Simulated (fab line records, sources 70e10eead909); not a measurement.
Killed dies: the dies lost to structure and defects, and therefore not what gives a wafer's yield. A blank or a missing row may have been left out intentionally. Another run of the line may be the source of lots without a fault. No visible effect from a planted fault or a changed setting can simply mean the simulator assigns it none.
Comparing a struck lot with a sound one + flow nand_harc + 15 out of 1159 route steps
Sound: the wafers L645.3, L645.4, L645.6. Wafers struck: L650.1, L650.4, L650.5. The cause is given at the end.
At each step with rows: each side's tool, then ch and its chambers, then its first start. Under that, the readings that differ: sound wafers + struck wafers + difference of the means + sigmas: that difference in standard deviations of wafers without a fault.
alike: readings with means less than 2 such deviations apart, plus words and numbers identical on both sides. not compared: withheld readings, readings lacking a value on some wafer, bounds such as >300 that could conceal the same value, and numbers that have no deviation in the record and whose values overlap.
Wherever a step has rows on one side only, a row that says differs or no value, or a row with sigmas, the two part there. When numbers do not overlap yet have no deviation, they are printed without sigmas and do not part them. Lack of a reading on every wafer of one side parts them only where that side has two or more wafers.

NHARC_A_SGD_CUT_ETCH_15: etches the open film in CH3F/O2, target depth 75 nm, time 64.3 s.
  sound on rie_diel-06 ch 1,2,3; struck on rie_diel-11 ch 0,3
  alike: drypump_motor_current_A, oes_product_au, rf_vpp_V, showerhead_plenum_p_Torr, throttle_valve_pct
  not compared: rf_hours_counter_h
NHARC_A_SGD_CUT_ETCH_16: etches the open film in C4F8/O2/Ar, target depth 310.5 nm, time 155.2 s.
  sound on rie_diel-06 ch 1,2; struck on rie_diel-11 ch 1,2,3
  alike: oes_product_au, rf_vpp_V
  not compared: rf_hours_counter_h
then, 1 step without rows for these wafers: NHARC_A_SGD_CUT_STRIP_60 (strips in C4F8/O2/Ar).
NHARC_A_SGD_CUT_STRIP_17: strips in O2.
  sound on rie_diel-06 ch 1,2; struck on rie_diel-11 ch 0,2,3
  alike: drypump_motor_current_A, oes_product_au, rf_vpp_V, showerhead_plenum_p_Torr, throttle_valve_pct
  not compared: rf_hours_counter_h
then, 4 steps without rows for these wafers: NHARC_A_SGD_CUT_PRECLEAN_18 (cleans in SC1); NHARC_A_SGD_CUT_SRD_19; NHARC_A_SGD_CUT_DEP_20 (deposits SiO2, target thk 150 nm); NHARC_A_SGD_CUT_ANNEAL_27 (time 1800 s).
NHARC_A_SGD_CUT_CMP_21: polishes, target thk 148.19 nm.
  sound on cmp-03 ch 0,2,3, day 16 14:34; struck on cmp-02 ch 1,2, day 18 06:31
  alike: motor_current_A, time_to_endpoint_s
NHARC_A_SGD_CUT_THK_MEAS_22: measures by ellipsometry.
  sound on film_metro-01 at day 16 14:48; struck on film_metro-01 at day 18 06:47
  alike: thk_nm
then, 2 steps without rows for these wafers: NHARC_A_SGD_CUT_SRD_23; NHARC_A_SGD_CUT_ETCH_26 (etches SiO2 in dHF, target depth 45.8 nm).
NHARC_A_SGD_CUT_ETCHBACK_24: etches the open film in CH3F/O2, target depth 50 nm, time 92.857 s.
  sound on rie_diel-09 ch 0,3, day 16 15:02; struck on rie_diel-09 ch 0,3, day 18 07:01
  no value came back on the struck wafers for any of 7 readings (bias_w (W), ch3f_flow_sccm (sccm) and others); on the sound wafers bias_w (W) reads 99.6 100.4 99.6
  not compared: rf_hours_counter_h
NHARC_A_SGD_CUT_STRIP_28: strips in O2, time 20 s.
  sound on rie_diel-09 ch 1,2; struck on rie_diel-09 ch 0,1,3, day 18 07:09
  alike: drypump_motor_current_A, oes_product_au, rf_vpp_V, showerhead_plenum_p_Torr, throttle_valve_pct
  not compared: rf_hours_counter_h
-- the record jumps here: 5 days lie between the struck wafers' starts before and after (it left off in module A_SGD_CUT and takes up again in module END, whose first step shown is number 1159 of the route) --
NHARC_END_SORT_01:
  only the struck wafers appear in the record here, on prober-01 ch 0 at day 23 03:47; the sound ones have no rows

WHERE THEY PART
Earliest at NHARC_A_SGD_CUT_ETCHBACK_24; latest, in this record, at NHARC_END_SORT_01.

WHY: the cause the simulator had injected
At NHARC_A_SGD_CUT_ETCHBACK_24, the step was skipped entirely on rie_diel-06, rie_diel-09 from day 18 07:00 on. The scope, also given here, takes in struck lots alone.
